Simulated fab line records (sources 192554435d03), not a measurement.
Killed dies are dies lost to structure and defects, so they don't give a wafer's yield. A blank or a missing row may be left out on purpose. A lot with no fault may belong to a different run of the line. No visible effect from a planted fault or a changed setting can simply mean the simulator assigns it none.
Split-lot study | flow n5Finfet | route with 1938 steps; 7 lots, 21 wafers read

THE SPLIT
At N5_PMOS_HMC_CHANNEL_EPI_PEB_07 (peb time 60 s), the setting pebTimeS was moved away from the recipe's 60 s on 6 of the 21 wafers read, by -20.6% to +20.9%. All remaining wafers had this setting at the recipe value.

SPLIT TO READING: what lies between them in the file, 1 step
- N5_PMOS_HMC_CHANNEL_EPI_DEVELOP_08: develop time 30 s

THE READING
cdNm at N5_PMOS_HMC_CHANNEL_EPI_CD_MEAS_09, given in nm (cd target 237.4 nm). Typical for fault-free wafers on this fab line: 237.4 nm, with standard deviation 1 nm.

wafer  | tool, chamber at the split | pebTimeS as run, s | against the recipe | cdNm, nm | against lot-mates on the recipe
L075.1 | lithoTrack-04, 0           | 47.66              | -20.6%             | 228.4    | -9.7
L075.3 | lithoTrack-04, 0           | 60                 | recipe             | 238.7    | -
L075.6 | lithoTrack-04, 0           | 60                 | recipe             | 237.4    | -
L076.4 | lithoTrack-02, 0           | 60                 | recipe             | 235.9    | -
L076.5 | lithoTrack-02, 0           | 60                 | recipe             | 235.7    | -
L076.6 | lithoTrack-02, 0           | 60                 | recipe             | 236.5    | -
L078.2 | lithoTrack-04, 0           | 69.6               | +16.0%             | 242.3    | +4.8
L078.3 | lithoTrack-04, 0           | 69.6               | +16.0%             | 243.1    | +5.6
L078.5 | lithoTrack-04, 0           | 60                 | recipe             | 237.5    | -
L082.1 | lithoTrack-01, 0           | 60                 | recipe             | 237.1    | -
L082.3 | lithoTrack-01, 0           | 60                 | recipe             | 236.8    | -
L082.4 | lithoTrack-01, 0           | 60                 | recipe             | 237.3    | -
L083.2 | lithoTrack-01, 0           | 72.52              | +20.9%             | 244.3    | +6.5
L083.4 | lithoTrack-01, 0           | 60                 | recipe             | 237.8    | -
L083.6 | lithoTrack-01, 0           | 72.52              | +20.9%             | 246.1    | +8.3
L087.3 | lithoTrack-01, 0           | 60                 | recipe             | 238.0    | -
L087.5 | lithoTrack-01, 0           | 60                 | recipe             | 237.8    | -
L087.6 | lithoTrack-01, 0           | 54.79              | -8.7%              | 232.3    | -5.6
L089.2 | lithoTrack-02, 0           | 60                 | recipe             | 237.5    | -
L089.3 | lithoTrack-02, 0           | 60                 | recipe             | 237.2    | -
L089.6 | lithoTrack-02, 0           | 60                 | recipe             | 237.3    | -

THE FIT
A straight line over all 21 wafers: cdNm changes by +0.394 nm for each +1% of pebTimeS; r = +0.98; the points scatter about the line by 0.85 nm.
The same after taking each lot's own level away (the mean of its wafers on the recipe; 21 wafers): +0.392 nm for each +1%; r = +0.98; scatter 0.78 nm.
The reading moves by 8.2 nm for the largest change in pebTimeS, on that fit.
Across the lots, their own levels run from 236.03 to 238.05 nm, a range of 2.0 times the standard deviation given above.
The two slopes agree, so the slope changes little with the lot-to-lot level.
Check: +8.26 nm against its lot-mates is what the line predicts for one of the wafers moved furthest among these (+20.9%) when that wafer is left out of the fit. It came out at +6.5 nm against them.

THE WHOLE CHAIN: every reading that the file lists as answering this split, in the file's order
step                               | what it does                                                           | reading                                                                    | change (the file's fit)               | r (the file's)
N5_PMOS_HMC_CHANNEL_EPI_CD_MEAS_09 | target cd 237.4 nm                                                     | cdNm                                                                       | +0.407 nm for each +1% of the setting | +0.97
N5_PMOS_HMC_CHANNEL_EPI_DESCUM_14  | chemistry O2, time 7.9 s                                               | PMOS_HMC_CHANNEL_EPI.cdNm (the simulator's own value, which no gauge read) | +0.41 nm for each +1% of the setting  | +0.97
N5_PMOS_HMC_CHANNEL_EPI_ETCH_32    | etches BARC in N2/H2, stops on SiO2, target depth 85.8 nm, time 50.3 s | PMOS_HMC_CHANNEL_EPI.cdNm (the simulator's own value, which no gauge read) | +0.391 nm for each +1% of the setting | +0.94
N5_PMOS_HMC_CHANNEL_EPI_ETCH_38    | etches SiO2 in CF4, target depth 1.5 nm                                | PMOS_HMC_CHANNEL_EPI.cdNm (the simulator's own value, which no gauge read) | +0.397 nm for each +1% of the setting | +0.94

THE FILE'S OWN FIT
cdNm changes by +0.407 nm for each +1% of pebTimeS, r = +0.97.
